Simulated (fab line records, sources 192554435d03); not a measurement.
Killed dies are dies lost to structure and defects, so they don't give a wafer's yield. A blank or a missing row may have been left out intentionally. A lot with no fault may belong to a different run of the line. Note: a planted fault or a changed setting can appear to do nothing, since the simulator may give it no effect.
Which tool was responsible? / flow n5-finfet / 10 lots, 30 wafers sampled, at 7 steps of a route of 1938

== WHAT EACH GAUGE READ, for each wafer ==
N5_DUMMY_GATE_THK_MEAS_05. Usual: 72.1 nm for thk-nm, sd 1.2.
lot=L512; measured=day 2 23:56; on=film-metro-01; thk-nm (nm)=73.4 71.6 71.3; flag=
lot=L513; measured=day 3 06:28; on=film-metro-02; thk-nm (nm)=73.8 72.0 71.7; flag=
lot=L514; measured=day 3 13:03; on=film-metro-02; thk-nm (nm)=73.0 72.2 73.3; flag=
lot=L518; measured=day 4 10:19; on=film-metro-01; thk-nm (nm)=70.7 73.4 71.8; flag=
lot=L519; measured=day 4 19:33; on=film-metro-01; thk-nm (nm)=72.2 72.4 73.0; flag=
lot=L522; measured=day 5 15:17; on=film-metro-02; thk-nm (nm)=99.3 70.6 70.5; flag=OFF
lot=L523; measured=day 5 20:38; on=film-metro-02; thk-nm (nm)=100.1 71.6 71.1; flag=OFF
lot=L529; measured=day 7 06:10; on=film-metro-01; thk-nm (nm)=71.3 72.0 73.0; flag=
lot=L531; measured=day 7 18:26; on=film-metro-02; thk-nm (nm)=71.1 73.3 74.8; flag=
lot=L532; measured=day 7 22:49; on=film-metro-01; thk-nm (nm)=71.2 70.3 71.6; flag=

N5_DUMMY_GATE_INSPECT_17: inspects for defects (brightfield). Usual: 191 for raw-defect-count, sd 48.
lot=L512; measured=day 3 04:19; on=defect-inspect-01; raw-defect-count=235 168 215; flag=
lot=L513; measured=day 3 10:59; on=defect-inspect-02; raw-defect-count=162 222 264; flag=
lot=L514; measured=day 3 17:28; on=defect-inspect-01; raw-defect-count=175 143 193; flag=
lot=L518; measured=day 4 14:43; on=defect-inspect-02; raw-defect-count=103 169 169; flag=
lot=L519; measured=day 4 23:56; on=defect-inspect-01; raw-defect-count=201 195 137; flag=
lot=L522; measured=day 5 19:48; on=defect-inspect-01; raw-defect-count=192 110 165; flag=
lot=L523; measured=day 6 01:09; on=defect-inspect-01; raw-defect-count=192 182 223; flag=
lot=L529; measured=day 7 10:33; on=defect-inspect-02; raw-defect-count=170 190 165; flag=
lot=L531; measured=day 7 23:00; on=defect-inspect-02; raw-defect-count=218 242 173; flag=
lot=L532; measured=day 8 03:20; on=defect-inspect-02; raw-defect-count=299 236 240; flag=

N5_SDB_THK_MEAS_31. Usual: SDB_THK gives 64.3 nm (standard deviation 1.2).
lot=L512; measured=day 4 05:33; on=film-metro-02; SDB_THK (nm)=65.5 63.9 63.5; flag=
lot=L513; measured=day 4 11:40; on=film-metro-01; SDB_THK (nm)=66.0 64.3 64.0; flag=
lot=L514; measured=day 4 15:58; on=film-metro-02; SDB_THK (nm)=65.2 64.4 65.5; flag=
lot=L518; measured=day 5 14:45; on=film-metro-01; SDB_THK (nm)=62.9 65.5 64.0; flag=
lot=L519; measured=day 6 00:19; on=film-metro-02; SDB_THK (nm)=64.5 64.6 65.2; flag=
lot=L522; measured=day 6 18:28; on=film-metro-02; SDB_THK (nm)=91.5 62.8 62.8; flag=OFF
lot=L523; measured=day 7 01:11; on=film-metro-01; SDB_THK (nm)=92.3 63.8 63.3; flag=OFF
lot=L529; measured=day 8 09:46; on=film-metro-01; SDB_THK (nm)=63.5 64.3 65.2; flag=
lot=L531; measured=day 8 22:46; on=film-metro-01; SDB_THK (nm)=63.4 65.5 67.0; flag=
lot=L532; measured=day 9 02:23; on=film-metro-01; SDB_THK (nm)=63.4 62.7 63.9; flag=

== EACH LOT AND THE TOOL THAT RAN IT (in order: tool; ch and the chambers of the sampled wafers; start) ==
lot=L512; N5_STI_FIN_REVEAL_DENSIFY_30=rtp-anneal-02 ch 0, day 2 16:17; N5_STI_FIN_REVEAL_ETCHBACK_08=rie-diel-03 ch 0,2,3, day 2 16:40; N5_DUMMY_GATE_CMP_04=cmp-02 ch 0,2,3, day 2 23:46; N5_DUMMY_GATE_ETCH_44=rie-si-05 ch 0,1,3, day 3 05:07
lot=L513; N5_STI_FIN_REVEAL_DENSIFY_30=rtp-anneal-02 ch 0, day 2 23:03; N5_STI_FIN_REVEAL_ETCHBACK_08=rie-diel-05 ch 0,3, day 2 23:14; N5_DUMMY_GATE_CMP_04=cmp-02 ch 0,1,3, day 3 06:13; N5_DUMMY_GATE_ETCH_44=rie-si-05 ch 1,2,3, day 3 11:47
lot=L514; N5_STI_FIN_REVEAL_DENSIFY_30=rtp-anneal-01 ch 0, day 3 05:26; N5_STI_FIN_REVEAL_ETCHBACK_08=rie-diel-03 ch 1,2, day 3 05:37; N5_DUMMY_GATE_CMP_04=cmp-04 ch 0,1,3, day 3 12:50; N5_DUMMY_GATE_ETCH_44=rie-si-06 ch 0,1,3, day 3 18:35
lot=L518; N5_STI_FIN_REVEAL_DENSIFY_30=rtp-anneal-01 ch 0, day 4 02:51; N5_STI_FIN_REVEAL_ETCHBACK_08=rie-diel-01 ch 0,1,3, day 4 03:02; N5_DUMMY_GATE_CMP_04=cmp-02 ch 0,2, day 4 10:04; N5_DUMMY_GATE_ETCH_44=rie-si-05 ch 0,1, day 4 15:45
lot=L519; N5_STI_FIN_REVEAL_DENSIFY_30=rtp-anneal-02 ch 0, day 4 11:53; N5_STI_FIN_REVEAL_ETCHBACK_08=rie-diel-05 ch 2,3, day 4 12:07; N5_DUMMY_GATE_CMP_04=cmp-01 ch 0,1,3, day 4 19:19; N5_DUMMY_GATE_ETCH_44=rie-si-06 ch 0,1,2, day 5 00:55
lot=L522; N5_STI_FIN_REVEAL_DENSIFY_30=rtp-anneal-02 ch 0, day 5 07:43; N5_STI_FIN_REVEAL_ETCHBACK_08=rie-diel-01 ch 1,3, day 5 07:55; N5_DUMMY_GATE_CMP_04=cmp-02 ch 0,1,3, day 5 15:07; N5_DUMMY_GATE_ETCH_44=rie-si-06 ch 0,1,2, day 5 20:35
lot=L523; N5_STI_FIN_REVEAL_DENSIFY_30=rtp-anneal-01 ch 0, day 5 13:05; N5_STI_FIN_REVEAL_ETCHBACK_08=rie-diel-01 ch 1,2,3, day 5 13:20; N5_DUMMY_GATE_CMP_04=cmp-02 ch 0,1, day 5 20:23; N5_DUMMY_GATE_ETCH_44=rie-si-06 ch 0,1,2, day 6 01:56
lot=L529; N5_STI_FIN_REVEAL_DENSIFY_30=rtp-anneal-02 ch 0, day 6 22:44; N5_STI_FIN_REVEAL_ETCHBACK_08=rie-diel-03 ch 2,3, day 6 22:55; N5_DUMMY_GATE_CMP_04=cmp-04 ch 1,3, day 7 05:55; N5_DUMMY_GATE_ETCH_44=rie-si-05 ch 0,2, day 7 11:40
lot=L531; N5_STI_FIN_REVEAL_DENSIFY_30=rtp-anneal-01 ch 0, day 7 10:00; N5_STI_FIN_REVEAL_ETCHBACK_08=rie-diel-05 ch 0,2,3, day 7 10:10; N5_DUMMY_GATE_CMP_04=cmp-01 ch 1,3, day 7 18:11; N5_DUMMY_GATE_ETCH_44=rie-si-05 ch 1,2,3, day 7 23:57
lot=L532; N5_STI_FIN_REVEAL_DENSIFY_30=rtp-anneal-02 ch 0, day 7 14:56; N5_STI_FIN_REVEAL_ETCHBACK_08=rie-diel-05 ch 0,2,3, day 7 15:09; N5_DUMMY_GATE_CMP_04=cmp-01 ch 0,2,3, day 7 22:34; N5_DUMMY_GATE_ETCH_44=rie-si-05 ch 0,1,2, day 8 04:17
- N5_STI_FIN_REVEAL_DENSIFY_30
- N5_STI_FIN_REVEAL_ETCHBACK_08: etches SiO2 in C4F6/O2, target depth 30.5 nm, time 10.167 s.
- N5_DUMMY_GATE_CMP_04: polishes a-Si.
- N5_DUMMY_GATE_ETCH_44: etches poly-Si in HBr/O2, stops on SiO2, target depth 127.5 nm.

== WHAT THE TOOLS THEMSELVES READ (means of the sampled wafers that have a number; where no wafer has one, the mark that the record gives instead) ==
N5_STI_FIN_REVEAL_DENSIFY_30. Usual: 11.53 % for lamp-power-pct, sd 0.057.
lot=L512; tool=rtp-anneal-02; lamp-power-pct (%)=11.52; flag=
lot=L513; tool=rtp-anneal-02; lamp-power-pct (%)=11.55; flag=
lot=L514; tool=rtp-anneal-01; lamp-power-pct (%)=11.49; flag=
lot=L518; tool=rtp-anneal-01; lamp-power-pct (%)=11.55; flag=
lot=L519; tool=rtp-anneal-02; lamp-power-pct (%)=11.54; flag=
lot=L522; tool=rtp-anneal-02; lamp-power-pct (%)=11.55; flag=
lot=L523; tool=rtp-anneal-01; lamp-power-pct (%)=11.47; flag=
lot=L529; tool=rtp-anneal-02; lamp-power-pct (%)=11.53; flag=
lot=L531; tool=rtp-anneal-01; lamp-power-pct (%)=11.43; flag=
lot=L532; tool=rtp-anneal-02; lamp-power-pct (%)=11.54; flag=

N5_STI_FIN_REVEAL_ETCHBACK_08. Usual: drypump-motor-current-A 5.8 A, standard deviation 0.42; oes-product-au 0.80 a.u., standard deviation 0.12; rf-vpp-V 675 V, standard deviation 12; showerhead-plenum-p-Torr 2.83 Torr, standard deviation 0.13; throttle-valve-pct 21.22 %, standard deviation 0.25.
lot=L512; tool=rie-diel-03; drypump-motor-current-A (A)=5.9; oes-product-au (a.u.)=0.72; rf-vpp-V (V)=678; showerhead-plenum-p-Torr (Torr)=2.75; throttle-valve-pct (%)=21.06; flag=
lot=L513; tool=rie-diel-05; drypump-motor-current-A (A)=5.5; oes-product-au (a.u.)=0.80; rf-vpp-V (V)=662; showerhead-plenum-p-Torr (Torr)=2.75; throttle-valve-pct (%)=21.39; flag=
lot=L514; tool=rie-diel-03; drypump-motor-current-A (A)=5.6; oes-product-au (a.u.)=0.89; rf-vpp-V (V)=682; showerhead-plenum-p-Torr (Torr)=2.93; throttle-valve-pct (%)=21.21; flag=
lot=L518; tool=rie-diel-01; drypump-motor-current-A (A)=6.0; oes-product-au (a.u.)=0.78; rf-vpp-V (V)=669; showerhead-plenum-p-Torr (Torr)=2.78; throttle-valve-pct (%)=21.43; flag=
lot=L519; tool=rie-diel-05; drypump-motor-current-A (A)=5.5; oes-product-au (a.u.)=0.78; rf-vpp-V (V)=678; showerhead-plenum-p-Torr (Torr)=2.96; throttle-valve-pct (%)=21.22; flag=
lot=L522; tool=rie-diel-01; drypump-motor-current-A (A)=6.0; oes-product-au (a.u.)=0.95; rf-vpp-V (V)=668; showerhead-plenum-p-Torr (Torr)=2.89; throttle-valve-pct (%)=21.15; flag=
lot=L523; tool=rie-diel-01; drypump-motor-current-A (A)=5.8; oes-product-au (a.u.)=0.87; rf-vpp-V (V)=677; showerhead-plenum-p-Torr (Torr)=2.88; throttle-valve-pct (%)=21.20; flag=
lot=L529; tool=rie-diel-03; drypump-motor-current-A (A)=5.9; oes-product-au (a.u.)=0.70; rf-vpp-V (V)=680; showerhead-plenum-p-Torr (Torr)=2.75; throttle-valve-pct (%)=21.23; flag=
lot=L531; tool=rie-diel-05; drypump-motor-current-A (A)=5.5; oes-product-au (a.u.)=0.78; rf-vpp-V (V)=670; showerhead-plenum-p-Torr (Torr)=2.85; throttle-valve-pct (%)=21.26; flag=
lot=L532; tool=rie-diel-05; drypump-motor-current-A (A)=5.5; oes-product-au (a.u.)=0.79; rf-vpp-V (V)=670; showerhead-plenum-p-Torr (Torr)=2.85; throttle-valve-pct (%)=21.28; flag=

N5_DUMMY_GATE_CMP_04. Usual: motor-current-A 10.2 A, standard deviation 0.76; slurry-filter-dp-kPa 13.50 kPa, standard deviation 0.13; time-to-endpoint-s 13.2 s, standard deviation 2.4.
lot=L512; tool=cmp-02; motor-current-A (A)=10.4; slurry-filter-dp-kPa (kPa)=13.48; time-to-endpoint-s (s)=13.8; flag=
lot=L513; tool=cmp-02; motor-current-A (A)=10.3; slurry-filter-dp-kPa (kPa)=13.49; time-to-endpoint-s (s)=13.9; flag=
lot=L514; tool=cmp-04; motor-current-A (A)=10.0; slurry-filter-dp-kPa (kPa)=13.44; time-to-endpoint-s (s)=13.7; flag=
lot=L518; tool=cmp-02; motor-current-A (A)=11.2; slurry-filter-dp-kPa (kPa)=13.63; time-to-endpoint-s (s)=12.1; flag=
lot=L519; tool=cmp-01; motor-current-A (A)=9.6; slurry-filter-dp-kPa (kPa)=13.49; time-to-endpoint-s (s)=12.1; flag=
lot=L522; tool=cmp-02; motor-current-A (A)=10.6; slurry-filter-dp-kPa (kPa)=13.58; time-to-endpoint-s (s)=13.2; flag=
lot=L523; tool=cmp-02; motor-current-A (A)=11.5; slurry-filter-dp-kPa (kPa)=13.41; time-to-endpoint-s (s)=13.0; flag=
lot=L529; tool=cmp-04; motor-current-A (A)=9.8; slurry-filter-dp-kPa (kPa)=13.43; time-to-endpoint-s (s)=12.8; flag=
lot=L531; tool=cmp-01; motor-current-A (A)=9.6; slurry-filter-dp-kPa (kPa)=13.49; time-to-endpoint-s (s)=16.7; flag=
lot=L532; tool=cmp-01; motor-current-A (A)=9.9; slurry-filter-dp-kPa (kPa)=13.66; time-to-endpoint-s (s)=13.1; flag=

N5_DUMMY_GATE_ETCH_44. Usual: drypump-motor-current-A 6.0 A, standard deviation 0.4; oes-product-au 0.724 a.u., standard deviation 0.011; throttle-valve-pct 18.48 %, standard deviation 0.19.
lot=L512; tool=rie-si-05; drypump-motor-current-A (A)=6.1; oes-product-au (a.u.)=0.724; throttle-valve-pct (%)=18.56; flag=
lot=L513; tool=rie-si-05; drypump-motor-current-A (A)=6.1; oes-product-au (a.u.)=0.724; throttle-valve-pct (%)=18.61; flag=
lot=L514; tool=rie-si-06; drypump-motor-current-A (A)=6.1; oes-product-au (a.u.)=0.727; throttle-valve-pct (%)=18.51; flag=
lot=L518; tool=rie-si-05; drypump-motor-current-A (A)=6.3; oes-product-au (a.u.)=0.714; throttle-valve-pct (%)=18.41; flag=
lot=L519; tool=rie-si-06; drypump-motor-current-A (A)=5.9; oes-product-au (a.u.)=0.734; throttle-valve-pct (%)=18.46; flag=
lot=L522; tool=rie-si-06; drypump-motor-current-A (A)=5.9; oes-product-au (a.u.)=0.768; throttle-valve-pct (%)=18.45; flag=OFF
lot=L523; tool=rie-si-06; drypump-motor-current-A (A)=5.9; oes-product-au (a.u.)=0.773; throttle-valve-pct (%)=18.46; flag=OFF
lot=L529; tool=rie-si-05; drypump-motor-current-A (A)=6.1; oes-product-au (a.u.)=0.730; throttle-valve-pct (%)=18.27; flag=
lot=L531; tool=rie-si-05; drypump-motor-current-A (A)=6.2; oes-product-au (a.u.)=0.730; throttle-valve-pct (%)=18.61; flag=
lot=L532; tool=rie-si-05; drypump-motor-current-A (A)=6.3; oes-product-au (a.u.)=0.717; throttle-valve-pct (%)=18.48; flag=

== THE ANSWER, worked out from the rows above alone ==
Rule: lot off if the mean of its wafers having a number is beyond 3 standard deviations from the usual mean. A lot without any number at a reading at which 4 lots or more have one is off too. Where the step has rows for the other lots, those lots are counted as sound. The gauges are gone through in route order, then the tools' own readings, and for those a lot's mean is taken as printed above. The first step at which some lot is off is used, and at that step the reading that is off furthest; a lot without a number counts as furthest.
Off: L522, L523 (N5_DUMMY_GATE_THK_MEAS_05, thk-nm).
If a tool, at a process step before that reading, ran all the lots that are off and no sound lot after the first of them, it fits. The gauges at N5_DUMMY_GATE_THK_MEAS_05 aren't tried: what is off there is off at N5_DUMMY_GATE_ETCH_44 too, on other tools, and a gauge's error can't cause that. Undecided on this evidence; 2 tools fit (rie-diel-01 at N5_STI_FIN_REVEAL_ETCHBACK_08, cmp-02 at N5_DUMMY_GATE_CMP_04).

== WHAT HAD BEEN PUT IN BY THE SIMULATOR ==
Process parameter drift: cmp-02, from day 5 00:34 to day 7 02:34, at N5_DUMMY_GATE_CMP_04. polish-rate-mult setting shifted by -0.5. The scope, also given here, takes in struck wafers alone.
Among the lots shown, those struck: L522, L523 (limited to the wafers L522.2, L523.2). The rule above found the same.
